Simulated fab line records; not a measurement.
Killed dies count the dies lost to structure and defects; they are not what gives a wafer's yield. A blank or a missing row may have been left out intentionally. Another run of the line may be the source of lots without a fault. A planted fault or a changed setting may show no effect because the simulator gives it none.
fab line records    flow n5Finfet    part 2 of 2: steps 5 to 6 of 6
record lots=21  wafers=63  lastDay=19
route steps=1938 shown GATE_CUT@511 MOL_CONTACT_COAG@529
lots that met no fault: taken from a fault-free run of the same line
startH: hours from the record's first day to the start of the lot's first wafer shown    waitH: time in hours since the lot's previous step    " unchanged from the row above    L1.1+2: several wafers, shown together as one row    - either no value or no given start    * or withheld: withheld    < > ~ a bound
route shown NAME@n: names a module that has steps shown in the file, with the first one's number in the route    usual: mean/standard deviation of fault-free wafers    same: alike in all rows    chamber/n: place in a boat    sites: the reading at each site    _std_site: the standard deviation of these    _edge_site: outer sites' mean less inner sites'    radiusMm: for every site, how far away it sits from the centre of the wafer    mask NAME#n: copy n    behind: the last tool/chamber to shape the wafer    hold: why the lot was held/for how many hours/how that ended    device: names the non-switching transistor (n, p or np)    end of line: tests of these same wafers at the route's end    a step without rows: its recipe alone    killed: the dies lost at the first sort to structure and to defects; this is not the yield of the wafer    map: shows each die of a wafer: x if killed, . if not, _ if none is there
set.NAME: setting as actually run; set.NAME@STEP: the setting as run at that earlier step    model.NAME: the simulator's own value behind a step, which no gauge read
route steps across a sampled set of lots; one table per step, one row per wafer
services: the hour from which a tool's chamber was out of use, counted from the record's first day as startH (under 0 if before that day), plus the number of hours and why
## steps
# step N5_MOL_CONTACT_COAG_THK_MEAS_29
# recipe reads=SiNx_of_GATE_CUT_PECVD_57+SiNx_of_GATE_CUT_SAC_CAP_01
# usual MD_CAP_THK=17.95/0.081
lot.wafer  tool          chamber  startH  waitH  MD_CAP_THK[nm]
L074.2     filmMetro-02  -        94.42   -      17.98
L074.3     "             -        "       "      17.79
L074.5     "             -        "       "      17.85
L075.2     filmMetro-01  -        102.95  -      17.99
L075.4     "             -        "       "      17.87
L075.6     "             -        "       "      18.00
L076.1     filmMetro-02  -        108.05  -      17.85
L076.2     "             -        "       "      17.85
L076.5     "             -        "       "      18.07
L077.2     filmMetro-01  -        114.97  -      18.03
L077.4     "             -        "       "      17.96
L077.6     "             -        "       "      18.03
L078.2     filmMetro-02  -        122.96  -      17.96
L078.3     "             -        "       "      17.98
L078.5     "             -        "       "      18.00
L080.3     filmMetro-01  -        136.65  -      18.05
L080.5     "             -        "       "      18.10
L080.6     "             -        "       "      17.92
L081.2     filmMetro-01  -        141.09  -      17.79
L081.3     "             -        "       "      17.79
L081.5     "             -        "       "      17.85
L082.1     filmMetro-01  -        145.15  -      17.92
L082.3     "             -        "       "      17.88
L082.4     "             -        "       "      17.78
L083.1     filmMetro-01  -        148.37  -      18.10
L083.3     "             -        "       "      17.97
L083.5     "             -        "       "      18.08
L084.2     filmMetro-01  -        155.31  -      17.90
L084.4     "             -        "       "      17.92
L084.6     "             -        "       "      18.06
L085.1     filmMetro-02  -        168.00  -      17.91
L085.4     "             -        "       "      17.88
L085.5     "             -        "       "      18.10
L086.1     filmMetro-01  -        172.23  -      18.14
L086.3     "             -        "       "      18.06
L086.4     "             -        "       "      18.02
L087.1     filmMetro-01  -        175.98  -      17.93
L087.2     "             -        "       "      17.98
L087.5     "             -        "       "      17.95
L088.2     filmMetro-02  -        179.42  -      17.95
L088.3     "             -        "       "      17.86
L088.5     "             -        "       "      17.78
L090.1     filmMetro-01  -        195.16  -      17.86
L090.3     "             -        "       "      17.85
L090.6     "             -        "       "      18.05
L091.2     filmMetro-02  -        202.98  -      18.02
L091.5     "             -        "       "      18.00
L091.6     "             -        "       "      18.02
L092.1     filmMetro-01  -        206.08  -      18.06
L092.5     "             -        "       "      18.01
L092.6     "             -        "       "      18.02
L093.2     filmMetro-02  -        212.34  -      17.86
L093.4     "             -        "       "      17.99
L093.6     "             -        "       "      17.98
L095.2     filmMetro-01  -        224.40  -      17.88
L095.5     "             -        "       "      17.95
L095.6     "             -        "       "      18.05
L096.1     filmMetro-02  -        232.63  -      17.86
L096.3     "             -        "       "      17.94
L096.4     "             -        "       "      17.97
L097.2     filmMetro-02  -        234.96  -      18.04
L097.3     "             -        "       "      17.90
L097.5     "             -        "       "      18.00
# step N5_MOL_CONTACT_COAG_ETCH_90
# recipe chemistry=CF4  target=SiARC  targetDepthA=130  maskMaterial=CAR-EUV  timeS=21.7  ionEnergyEv=80  pressureMtorr=40  sourceW=545  biasW=36  Ar_flow_sccm=100  cf4FlowSccm=100  ends=cleared
# usual chamberPressureMTorr=40.00/0.034  drypumpMotorCurrentA=5.8/0.52  etchRfOnTimeS=21.8/0.31  oesProductAu=0.68/0.067  rfVppV=184.7/1.2  showerheadPlenumPTorr=2.19/0.066  throttleValvePct=15.58/0.18
lot.wafer  tool        chamber  startH  waitH  chamberPressureMTorr  drypumpMotorCurrentA  etchRfOnTimeS  oesProductAu  rfHoursCounterH  rfVppV  showerheadPlenumPTorr  throttleValvePct
L074.2     rieDiel-05  2        96.84   0.0    40.01                 5.9                   22.0           0.61          199              184.5   2.21                   15.44
L074.3     "           3        "       "      40.03                 6.3                   21.7           0.64          160              185.6   2.22                   15.77
L074.5     "           2        "       "      39.96                 5.9                   22.4           0.60          -                183.6   2.21                   15.45
L075.2     rieDiel-05  1        104.02  0.0    39.92                 4.9                   21.9           0.78          22               183.7   2.10                   15.28
L075.4     "           2        "       "      40.00                 5.9                   22.3           0.60          202              185.1   2.21                   15.45
L075.6     "           2        "       "      39.99                 5.9                   22.3           0.61          -                185.2   2.21                   15.46
L076.1     rieDiel-02  0        109.25  0.0    39.98                 6.2                   21.5           0.64          158              185.9   2.23                   15.63
L076.2     "           1        "       "      39.92                 4.9                   21.9           0.79          13               183.8   2.10                   15.40
L076.5     "           3        "       "      39.98                 5.8                   21.4           0.73          -                186.2   2.26                   15.69
L077.2     rieDiel-05  0        116.15  0.0    40.01                 5.7                   21.7           0.66          108              184.7   2.24                   15.69
L077.4     "           2        "       "      40.02                 5.9                   22.1           0.61          206              185.2   2.21                   15.46
L077.6     "           1        "       "      40.09                 4.9                   21.9           0.78          -                182.2   2.10                   15.29
L078.2     rieDiel-05  2        124.59  0.0    40.02                 5.9                   22.0           0.60          208              185.4   2.21                   15.46
L078.3     "           3        "       "      40.05                 6.4                   21.8           0.62          170              184.3   2.22                   15.81
L078.5     "           0        "       "      39.98                 5.7                   21.6           0.66          -                184.4   2.24                   15.68
L080.3     rieDiel-05  3        137.83  0.0    40.00                 6.4                   21.4           0.63          174              185.2   2.22                   15.80
L080.5     "           3        "       "      39.97                 6.4                   21.4           0.63          -                185.4   2.22                   15.81
L080.6     "           0        "       "      39.98                 5.7                   21.3           0.66          -                184.8   2.24                   15.71
L081.2     rieDiel-05  2        142.45  0.0    39.99                 5.9                   21.6           0.60          213              185.0   2.21                   15.49
L081.3     "           1        "       "      39.97                 4.9                   21.4           0.77          33               183.8   2.09                   15.32
L081.5     "           2        "       "      39.98                 5.9                   21.6           0.61          -                184.2   2.21                   15.49
L082.1     rieDiel-03  1        146.64  0.0    40.04                 6.7                   21.9           0.64          163              186.6   2.22                   15.30
L082.3     "           2        "       "      39.98                 5.8                   21.5           0.77          17               184.2   2.27                   15.62
L082.4     "           2        "       "      40.03                 5.8                   21.6           0.78          -                185.8   2.27                   15.64
L083.1     rieDiel-05  3        149.74  0.0    39.96                 6.4                   21.4           0.63          177              186.9   2.22                   15.81
L083.3     "           2        "       "      40.05                 5.9                   22.0           0.60          215              183.5   2.21                   15.47
L083.5     "           1        "       "      40.03                 4.9                   21.9           0.76          -                184.2   2.09                   15.33
L084.2     rieDiel-02  3        156.88  0.0    39.97                 5.8                   21.5           0.71          86               183.9   2.25                   15.69
L084.4     "           0        "       "      40.01                 6.2                   21.9           0.63          174              185.3   2.23                   15.67
L084.6     "           3        "       "      40.01                 5.8                   21.5           0.72          -                185.5   2.25                   15.72
L085.1     rieDiel-02  0        169.68  0.0    40.03                 6.2                   21.7           0.63          178              185.1   2.23                   15.67
L085.4     "           1        "       "      39.99                 5.0                   21.7           0.75          33               182.7   2.09                   15.42
L085.5     "           2        "       "      40.00                 6.1                   21.8           0.59          -                182.5   2.03                   15.98
L086.1     rieDiel-05  1        173.83  0.0    39.98                 4.9                   22.0           0.74          46               183.6   2.09                   15.34
L086.3     "           3        "       "      39.96                 6.4                   21.8           0.61          186              185.8   2.21                   15.84
L086.4     "           2        "       "      40.07                 5.9                   22.0           0.59          224              185.6   2.20                   15.50
L087.1     rieDiel-03  2        177.04  0.0    40.02                 5.8                   21.6           0.76          30               187.1   2.27                   15.65
L087.2     "           1        "       "      40.01                 6.7                   22.0           0.63          176              186.9   2.21                   15.32
L087.5     "           2        "       "      40.02                 5.8                   21.6           0.75          -                186.9   2.27                   15.67
L088.2     rieDiel-03  2        181.33  0.0    40.04                 5.8                   21.5           0.76          31               184.7   2.27                   15.66
L088.3     "           1        "       "      39.99                 6.7                   21.9           0.64          177              185.0   2.21                   15.33
L088.5     "           2        "       "      40.02                 5.8                   21.7           0.75          -                188.3   2.27                   15.67
L090.1     rieDiel-02  3        196.34  0.0    39.96                 5.8                   21.5           0.71          97               185.4   2.25                   15.74
L090.3     "           0        "       "      40.02                 6.2                   22.2           0.61          186              184.7   2.22                   15.68
L090.6     "           1        "       "      39.99                 4.9                   22.1           0.74          -                183.1   2.09                   15.44
L091.2     rieDiel-03  1        204.07  0.0    39.98                 6.7                   22.0           0.63          186              185.0   2.21                   15.35
L091.5     "           2        "       "      40.02                 5.8                   21.6           0.74          -                185.3   2.27                   15.68
L091.6     "           1        "       "      40.00                 6.7                   21.9           0.62          -                185.4   2.21                   15.35
L092.1     rieDiel-02  0        207.68  0.0    39.96                 6.1                   22.2           0.61          191              184.5   2.22                   15.69
L092.5     "           1        "       "      40.02                 5.0                   22.3           0.73          -                182.6   2.09                   15.46
L092.6     "           0        "       "      40.04                 6.1                   22.2           0.61          -                185.4   2.22                   15.68
L093.2     rieDiel-03  1        213.40  0.0    40.03                 6.7                   21.9           0.63          189              186.1   2.21                   15.35
L093.4     "           2        "       "      39.99                 5.8                   21.6           0.75          42               186.0   2.26                   15.69
L093.6     "           0        "       "      39.99                 6.4                   21.9           0.77          -                185.2   2.19                   15.30
L095.2     rieDiel-02  3        225.65  0.0    40.02                 5.8                   21.5           0.70          108              184.5   2.24                   15.75
L095.5     "           3        "       "      40.02                 5.8                   21.4           0.70          -                184.6   2.24                   15.76
L095.6     "           0        "       "      40.03                 6.2                   22.0           0.61          -                183.6   2.22                   15.71
L096.1     rieDiel-03  2        234.47  0.0    39.97                 5.8                   22.0           0.72          51               186.8   2.26                   15.70
L096.3     "           1        "       "      40.04                 6.7                   22.2           0.62          195              184.2   2.21                   15.37
L096.4     "           0        "       "      39.98                 6.4                   22.0           0.76          24               185.4   2.19                   15.32
L097.2     rieDiel-05  0        236.08  0.0    39.98                 5.7                   21.3           0.64          148              183.4   2.23                   15.76
L097.3     "           1        "       "      40.03                 4.9                   21.6           0.72          70               182.9   2.08                   15.40
L097.5     "           0        "       "      40.03                 5.6                   21.5           0.63          -                185.8   2.23                   15.78
## services
tool           chamber  startH  hours  kind
cmp-04         -        61.47   16.5   repair
pvdSputter-02  -        68.45   1.2    repair
cmp-04         -        80.15   4.5    pm
cmp-01         -        93.90   1.4    repair
rieDiel-03     -        99.11   2.8    pm
cmp-02         -        100.79  5.0    pm
cmp-04         -        118.72  4.0    pm
cmp-02         -        124.05  1.7    repair
rieDiel-02     3        127.94  2.0    repair
pvdSputter-01  -        139.40  1.8    repair
cmp-02         -        152.69  6.7    pm
cmp-02         -        161.78  1.0    repair
cmp-02         -        178.59  2.0    repair
pvdSputter-02  -        186.11  7.3    repair
cmp-02         -        187.59  1.3    repair
rieDiel-02     2        187.65  -      clean
rieDiel-02     2        187.65  -      consumableReplace:focusRing
rieDiel-02     2        187.65  -      consumableReplace:showerhead
rieDiel-05     3        191.40  1.4    repair
cmp-04         -        199.95  6.6    pm
cmp-02         -        216.19  1.5    repair
cmp-01         -        219.42  6.5    repair
rieDiel-03     1        222.81  2.7    repair
cmp-01         -        232.07  3.1    pm
